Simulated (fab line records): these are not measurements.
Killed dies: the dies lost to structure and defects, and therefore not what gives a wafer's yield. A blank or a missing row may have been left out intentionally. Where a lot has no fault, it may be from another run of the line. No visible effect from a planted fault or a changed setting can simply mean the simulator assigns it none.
fab line records -- flow n5-finfet
record: lots: 7, wafers: 39
route steps=1938 shown BEOL_M10@1512
start-h: start of the lot's first displayed wafer, in hours after the record's first day -- wait-h: how many hours have passed since the lot's step before this one -- " same as the row above -- L1.1+2: a row that stands for several wafers -- - either no value or no given start -- * or withheld: withheld -- < > ~ a bound
route shown NAME@n: a module of which the file shows steps, and the number in the route of the first -- usual: mean/standard deviation of fault-free wafers -- same: alike in all rows -- chamber/n: place in a boat -- sites: the reading at each site -- _std_site: their standard deviation -- _edge_site: inner sites' mean taken away from outer sites' mean -- radius-mm: for every site, how far away it sits from the centre of the wafer -- mask NAME#n: copy n -- behind: tool/chamber where the wafer was last shaped -- hold: cause of the lot's hold/its duration in hours/its outcome -- device: whichever transistor did not switch (one of n, p or np) -- end of line: tests of these same wafers at the route's end -- for a step that has no rows: nothing shown but its recipe -- killed: dies that structure and defects cost at the first sort, which is not the same as the wafer's yield -- map: a wafer's dies, marking killed ones x, the rest . and places with no die _
set.NAME: setting as actually run; set.NAME@STEP: the setting as run at that earlier step -- model.NAME: the simulator's own value behind a step, which no gauge read
lots whose settings were changed on purpose; a table a step, a row a wafer
== steps ==
step: N5_BEOL_M10_TRENCH_ETCH_37
recipe: chemistry: C4F6/O2, target-depth-a: 1488.3, target: SiCOH_lowk, time-s: 48, ion-energy-ev: 250, pressure-mtorr: 30, source-w: 345, bias-w: 185, Ar_flow_sccm: 300, C4F6_flow_sccm: 10, O2_flow_sccm: 10
lot.wafer,tool,chamber,start-h,wait-h,set.time-s,model.BEOL_M10.feature-depth-nm,model.etch.depth-nm,model.TiN_of_BEOL_M10_HM_DEP_02.thk-nm
L077.1,rie-diel-04,0,-,-,48,152.6,152.5,15.8
L077.2,rie-diel-04,3,-,-,23.42,74.2,74.16,18
L077.3,rie-diel-04,1,-,-,23.42,75.2,75.21,17.8
L077.4,rie-diel-04,2,-,-,23.42,73.6,73.66,18
L077.5,rie-diel-04,3,-,-,48,151.6,151.5,15.8
L077.6,rie-diel-04,0,-,-,48,152.2,152.2,16
L082.1,rie-diel-03,0,-,-,48,145.4,145.3,16
L082.2,rie-diel-03,3,-,-,34.58,109,109.1,16.8
L082.3,rie-diel-03,2,-,-,48,144,143.9,16.2
L082.4,rie-diel-03,1,-,-,48,150,150,16
L082.5,rie-diel-03,3,-,-,34.58,108,108,17
L082.6,rie-diel-03,2,-,-,34.58,103,103,17.4
L084.1,rie-diel-03,2,-,-,48,143.4,143.4,16
L084.2,rie-diel-03,1,-,-,48,151.8,151.9,16
L084.3,rie-diel-03,0,-,-,48,146,145.9,16
L084.4,rie-diel-03,3,-,-,24.97,78.6,78.53,17.8
L084.5,rie-diel-03,0,-,-,24.97,76,76.03,18
L084.6,rie-diel-03,3,-,-,24.97,78.4,78.42,17.8
L085.1,rie-diel-03,1,-,-,35.54,112.2,112.3,17.2
L085.2,rie-diel-03,3,-,-,48,152.6,152.5,16.2
L085.3,rie-diel-03,2,-,-,35.54,106.8,106.9,17.4
L085.4,rie-diel-03,0,-,-,48,146.6,146.7,16.4
L085.5,rie-diel-03,2,-,-,35.54,106.8,106.8,17.4
L085.6,rie-diel-03,3,-,-,48,151.8,151.8,16.2
L086.1,rie-diel-04,0,-,-,67,210,210,14
L086.2,rie-diel-04,1,-,-,67,214.8,214.8,14
L086.3,rie-diel-04,3,-,-,48,150.8,150.7,16.2
L086.4,rie-diel-04,2,-,-,48,151,151,16.2
L086.5,rie-diel-04,2,-,-,67,210.2,210.2,14.2
L086.6,rie-diel-04,3,-,-,48,151,151,15.8
L092.1,rie-diel-05,3,-,-,36.49,113.2,113.2,16.4
L092.2,rie-diel-05,0,-,-,48,151.8,151.7,15.2
L092.3,rie-diel-05,1,-,-,48,150,149.9,15.6
L092.4,rie-diel-05,2,-,-,48,152.4,152.4,15.6
L092.5,rie-diel-05,2,-,-,36.49,115.6,115.5,16.8
L092.6,rie-diel-05,3,-,-,36.49,112.8,112.8,16.6
L096.1,rie-diel-03,2,-,-,48,143.6,143.6,16
L096.2,rie-diel-03,1,-,-,48,150.8,150.8,16.2
L096.4,rie-diel-03,0,-,-,48,144.6,144.5,16
step: N5_BEOL_M10_ETCH_41
recipe: chemistry: CH3F/O2, target: SiCN, target-depth-a: 426, taper-deg: 2, time-s: 86, ion-energy-ev: 120, mask-material: TiN, pressure-mtorr: 30, source-w: 395, bias-w: 75, Ar_flow_sccm: 150, CH3F_flow_sccm: 30, O2_flow_sccm: 20
step: N5_BEOL_M10_STRIP_77
recipe: chemistry: N2/H2, time-s: 10, power-w: 450, temp-c: 40, pressure-mtorr: 20, rf-frequency-hz: 6e+07, bias-power-w: 7, n2-flow-sccm: 200, h2-flow-sccm: 200
step: N5_BEOL_M10_OCD_MEAS_38
usual: trench-depth-nm: 150.1/2.6
lot.wafer,tool,chamber,start-h,wait-h,set.time-s@BEOL_M10_TRENCH_ETCH_37,trench-depth-nm
L077.1,ocd-02,-,270.85,-,48,152.5
L077.2,ocd-02,-,270.85,-,23.42,74.3
L077.3,ocd-02,-,270.85,-,23.42,74.9
L077.4,ocd-02,-,270.85,-,23.42,74.0
L077.5,ocd-02,-,270.85,-,48,151.7
L077.6,ocd-02,-,270.85,-,48,152.7
L082.1,ocd-02,-,297.24,-,48,145.1
L082.2,ocd-02,-,297.24,-,34.58,110.3
L082.3,ocd-02,-,297.24,-,48,143.8
L082.4,ocd-02,-,297.24,-,48,149.9
L082.5,ocd-02,-,297.24,-,34.58,108.0
L082.6,ocd-02,-,297.24,-,34.58,102.4
L084.1,ocd-01,-,300.02,-,48,143.1
L084.2,ocd-01,-,300.02,-,48,151.9
L084.3,ocd-01,-,300.02,-,48,145.5
L084.4,ocd-01,-,300.02,-,24.97,78.3
L084.5,ocd-01,-,300.02,-,24.97,75.9
L084.6,ocd-01,-,300.02,-,24.97,78.5
L085.1,ocd-01,-,309.49,-,35.54,112.3
L085.2,ocd-01,-,309.49,-,48,152.4
L085.3,ocd-01,-,309.49,-,35.54,107.3
L085.4,ocd-01,-,309.49,-,48,146.6
L085.5,ocd-01,-,309.49,-,35.54,106.9
L085.6,ocd-01,-,309.49,-,48,152.1
L086.1,ocd-02,-,329.37,-,67,209.8
L086.2,ocd-02,-,329.37,-,67,215.0
L086.3,ocd-02,-,329.37,-,48,150.4
L086.4,ocd-02,-,329.37,-,48,151.2
L086.5,ocd-02,-,329.37,-,67,210.5
L086.6,ocd-02,-,329.37,-,48,151.1
L092.1,ocd-02,-,363.11,-,36.49,113.5
L092.2,ocd-02,-,363.11,-,48,151.1
L092.3,ocd-02,-,363.11,-,48,150.0
L092.4,ocd-02,-,363.11,-,48,152.7
L092.5,ocd-02,-,363.11,-,36.49,115.3
L092.6,ocd-02,-,363.11,-,36.49,112.5
L096.1,ocd-02,-,384.36,-,48,143.8
L096.2,ocd-02,-,384.36,-,48,150.6
L096.4,ocd-02,-,384.36,-,48,144.1
step: N5_BEOL_M10_HM_STRIP_39
recipe: chemistry: peroxide-tin-strip, material: TiN, target-depth-a: 250, temp-c: 50, time-s: 158
step: N5_BEOL_M10_SRD_40
recipe: time-s: 30, temp-c: 23, rinse-liquid: diw, dry: ipa-marangoni
step: N5_BEOL_M10_ECD_50
recipe: material: Cu, target-thk-a: 3180
step: N5_BEOL_M10_ANNEAL_51
recipe: temp-c: 225, time-s: 90, ambient: N2
step: N5_BEOL_M10_CMP_52
recipe: stop-on: SiCOH_lowk, t-overpolish-s: 7, down-force-psi: 1, platen-rpm: 50, clearing-platen-down-force-psi: 1.5, clearing-platen-rpm: 50, post-cmp-clean: cu-alkaline, target-thk-nm: 140, clearing-platen-pad-velocity-m-s: 0.99484, pad-velocity-m-s: 0.99484
lot.wafer,tool,chamber,start-h,wait-h,set.time-s@BEOL_M10_TRENCH_ETCH_37,model.Cu_of_BEOL_M10_ECD_50.thk-nm
L077.1,cmp-02,1,275.40,0.5,48,142.6
L077.4,cmp-02,2,275.40,0.5,23.42,64.4
L077.2,cmp-02,3,275.40,0.5,23.42,64.8
L077.3,cmp-02,0,275.40,0.5,23.42,64
L077.5,cmp-02,1,275.40,0.5,48,142
L077.6,cmp-02,2,275.40,0.5,48,142.2
L082.1,cmp-03,2,299.76,0.3,48,136.2
L082.3,cmp-03,3,299.76,0.3,48,136
L082.2,cmp-03,0,299.76,0.3,34.58,101.4
L082.4,cmp-03,1,299.76,0.3,48,141.2
L082.6,cmp-03,2,299.76,0.3,34.58,95.2
L082.5,cmp-03,3,299.76,0.3,34.58,100.8
L084.1,cmp-01,2,302.50,0.3,48,134.4
L084.3,cmp-01,3,302.50,0.3,48,139
L084.4,cmp-01,0,302.50,0.3,24.97,69.6
L084.2,cmp-01,1,302.50,0.3,48,142.6
L084.5,cmp-01,2,302.50,0.3,24.97,67.4
L084.6,cmp-01,3,302.50,0.3,24.97,71
L085.4,cmp-02,1,313.12,0.1,48,138.6
L085.1,cmp-02,2,313.12,0.1,35.54,103.6
L085.3,cmp-02,3,313.12,0.1,35.54,99.2
L085.2,cmp-02,0,313.12,0.1,48,144
L085.6,cmp-02,1,313.12,0.1,48,143.4
L085.5,cmp-02,2,313.12,0.1,35.54,99
L086.1,cmp-01,1,331.68,0.3,67,200.8
L086.2,cmp-01,2,331.68,0.3,67,205.4
L086.4,cmp-01,3,331.68,0.3,48,144.2
L086.3,cmp-01,0,331.68,0.3,48,143.6
L086.5,cmp-01,1,331.68,0.3,67,200.6
L086.6,cmp-01,2,331.68,0.3,48,143
L092.2,cmp-02,1,365.26,0.2,48,142.4
L092.1,cmp-02,2,365.26,0.2,36.49,104.6
L092.4,cmp-02,3,365.26,0.2,48,143.8
L092.3,cmp-02,0,365.26,0.2,48,141.4
L092.5,cmp-02,1,365.26,0.2,36.49,107.4
L092.6,cmp-02,2,365.26,0.2,36.49,104.4
L096.1,cmp-01,3,386.49,0.3,48,134
L096.4,cmp-01,0,386.49,0.3,48,134.2
L096.2,cmp-01,1,386.49,0.3,48,139.4
step: N5_BEOL_M10_THK_MEAS_53
recipe: thk-meas-gauge: xrf, reads: Cu_of_BEOL_M10_ECD_50
usual: M10_THK: 139.0/2.7
lot.wafer,tool,chamber,start-h,wait-h,set.time-s@BEOL_M10_TRENCH_ETCH_37,M10_THK[nm]
L077.1,film-metro-01,-,275.70,-,48,139.9
L077.2,film-metro-01,-,275.70,-,23.42,63.6
L077.3,film-metro-01,-,275.70,-,23.42,63.0
L077.4,film-metro-01,-,275.70,-,23.42,63.3
L077.5,film-metro-01,-,275.70,-,48,139.3
L077.6,film-metro-01,-,275.70,-,48,139.5
L082.1,film-metro-01,-,300.06,-,48,132.8
L082.2,film-metro-01,-,300.06,-,34.58,99.0
L082.3,film-metro-01,-,300.06,-,48,132.6
L082.4,film-metro-01,-,300.06,-,48,137.9
L082.5,film-metro-01,-,300.06,-,34.58,98.3
L082.6,film-metro-01,-,300.06,-,34.58,92.8
L084.1,film-metro-02,-,302.80,-,48,133.2
L084.2,film-metro-02,-,302.80,-,48,140.5
L084.3,film-metro-02,-,302.80,-,48,137.5
L084.4,film-metro-02,-,302.80,-,24.97,68.7
L084.5,film-metro-02,-,302.80,-,24.97,66.6
L084.6,film-metro-02,-,302.80,-,24.97,70.1
L085.1,film-metro-01,-,313.42,-,35.54,101.5
L085.2,film-metro-01,-,313.42,-,48,141.4
L085.3,film-metro-01,-,313.42,-,35.54,97.1
L085.4,film-metro-01,-,313.42,-,48,136.1
L085.5,film-metro-01,-,313.42,-,35.54,96.9
L085.6,film-metro-01,-,313.42,-,48,141.0
L086.1,film-metro-01,-,331.98,-,67,195.3
L086.2,film-metro-01,-,331.98,-,67,199.9
L086.3,film-metro-01,-,331.98,-,48,140.3
L086.4,film-metro-01,-,331.98,-,48,140.6
L086.5,film-metro-01,-,331.98,-,67,195.4
L086.6,film-metro-01,-,331.98,-,48,139.0
L092.1,film-metro-02,-,365.56,-,36.49,104.2
L092.2,film-metro-02,-,365.56,-,48,141.9
L092.3,film-metro-02,-,365.56,-,48,141.4
L092.4,film-metro-02,-,365.56,-,48,143.5
L092.5,film-metro-02,-,365.56,-,36.49,107.4
L092.6,film-metro-02,-,365.56,-,36.49,104.3
L096.1,film-metro-01,-,386.75,-,48,131.0
L096.2,film-metro-01,-,386.75,-,48,136.4
L096.4,film-metro-01,-,386.75,-,48,131.7
step: N5_BEOL_M10_PRE_CLEAN_55
recipe: gas: NH3, time-s: 15, temp-c: withheld, rf-power-w: 300
step: N5_BEOL_M10_DEP_56
recipe: material: SiCN, target-thk-a: 150, temp-c: withheld, precursor: 3MS/NH3, pressure-torr: 3, rf-w: 202, time-s: 26.5
step: N5_BEOL_M10_RS_MEAS_57
recipe: thk-meas-gauge: four-point-probe, reads: Cu_of_BEOL_M10_ECD_50+Co_of_BEOL_M10_CVD_75+TaN_of_BEOL_M10_ALD_74
usual: M10_RS: 0.150/0.0031
lot.wafer,tool,chamber,start-h,wait-h,set.time-s@BEOL_M10_TRENCH_ETCH_37,M10_RS[ohm/sq]
L077.1,film-metro-01,-,275.83,0.1,48,0.148
L077.2,film-metro-01,-,275.83,0.1,23.42,0.368
L077.3,film-metro-01,-,275.83,0.1,23.42,0.372
L077.4,film-metro-01,-,275.83,0.1,23.42,0.370
L077.5,film-metro-01,-,275.83,0.1,48,0.149
L077.6,film-metro-01,-,275.83,0.1,48,0.149
L082.1,film-metro-01,-,300.22,0.1,48,0.156
L082.2,film-metro-01,-,300.22,0.1,34.58,0.217
L082.3,film-metro-01,-,300.22,0.1,48,0.156
L082.4,film-metro-01,-,300.22,0.1,48,0.150
L082.5,film-metro-01,-,300.22,0.1,34.58,0.219
L082.6,film-metro-01,-,300.22,0.1,34.58,0.234
L084.1,film-metro-02,-,302.94,0.1,48,0.158
L084.2,film-metro-02,-,302.94,0.1,48,0.148
L084.3,film-metro-02,-,302.94,0.1,48,0.152
L084.4,film-metro-02,-,302.94,0.1,24.97,0.336
L084.5,film-metro-02,-,302.94,0.1,24.97,0.350
L084.6,film-metro-02,-,302.94,0.1,24.97,0.328
L085.1,film-metro-02,-,313.55,0.1,35.54,0.211
L085.2,film-metro-02,-,313.55,0.1,48,0.146
L085.3,film-metro-02,-,313.55,0.1,35.54,0.223
L085.4,film-metro-02,-,313.55,0.1,48,0.153
L085.5,film-metro-02,-,313.55,0.1,35.54,0.222
L085.6,film-metro-02,-,313.55,0.1,48,0.147
L086.1,film-metro-01,-,332.11,0.1,67,0.102
L086.2,film-metro-01,-,332.11,0.1,67,0.100
L086.3,film-metro-01,-,332.11,0.1,48,0.147
L086.4,film-metro-01,-,332.11,0.1,48,0.147
L086.5,film-metro-01,-,332.11,0.1,67,0.102
L086.6,film-metro-01,-,332.11,0.1,48,0.148
L092.1,film-metro-01,-,365.69,0.1,36.49,0.209
L092.2,film-metro-01,-,365.69,0.1,48,0.148
L092.3,film-metro-01,-,365.69,0.1,48,0.150
L092.4,film-metro-01,-,365.69,0.1,48,0.147
L092.5,film-metro-01,-,365.69,0.1,36.49,0.203
L092.6,film-metro-01,-,365.69,0.1,36.49,0.210
L096.1,film-metro-02,-,386.88,0.1,48,0.158
L096.2,film-metro-02,-,386.88,0.1,48,0.152
L096.4,film-metro-02,-,386.88,0.1,48,0.158
== key ==
split: step: N5_BEOL_M10_TRENCH_ETCH_37, setting: time-s, stated: 48, by: wafer
response: step: N5_BEOL_M10_TRENCH_ETCH_37, reading: model.BEOL_M10.feature-depth-nm, change: +1.5, per: 1%, r: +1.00
response: step: N5_BEOL_M10_TRENCH_ETCH_37, reading: model.etch.depth-nm, change: +1.5, per: 1%, r: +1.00
response: step: N5_BEOL_M10_TRENCH_ETCH_37, reading: model.TiN_of_BEOL_M10_HM_DEP_02.thk-nm, change: -0.0419, per: 1%, r: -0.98
response: step: N5_BEOL_M10_OCD_MEAS_38, reading: trench-depth-nm, change: +1.5, per: 1%, r: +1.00
response: step: N5_BEOL_M10_CMP_52, reading: model.Cu_of_BEOL_M10_ECD_50.thk-nm, change: +1.49, per: 1%, r: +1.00
response: step: N5_BEOL_M10_THK_MEAS_53, reading: M10_THK, change: +1.46, per: 1%, r: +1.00
response: step: N5_BEOL_M10_RS_MEAS_57, reading: M10_RS, change: -0.0032, per: 1%, r: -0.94
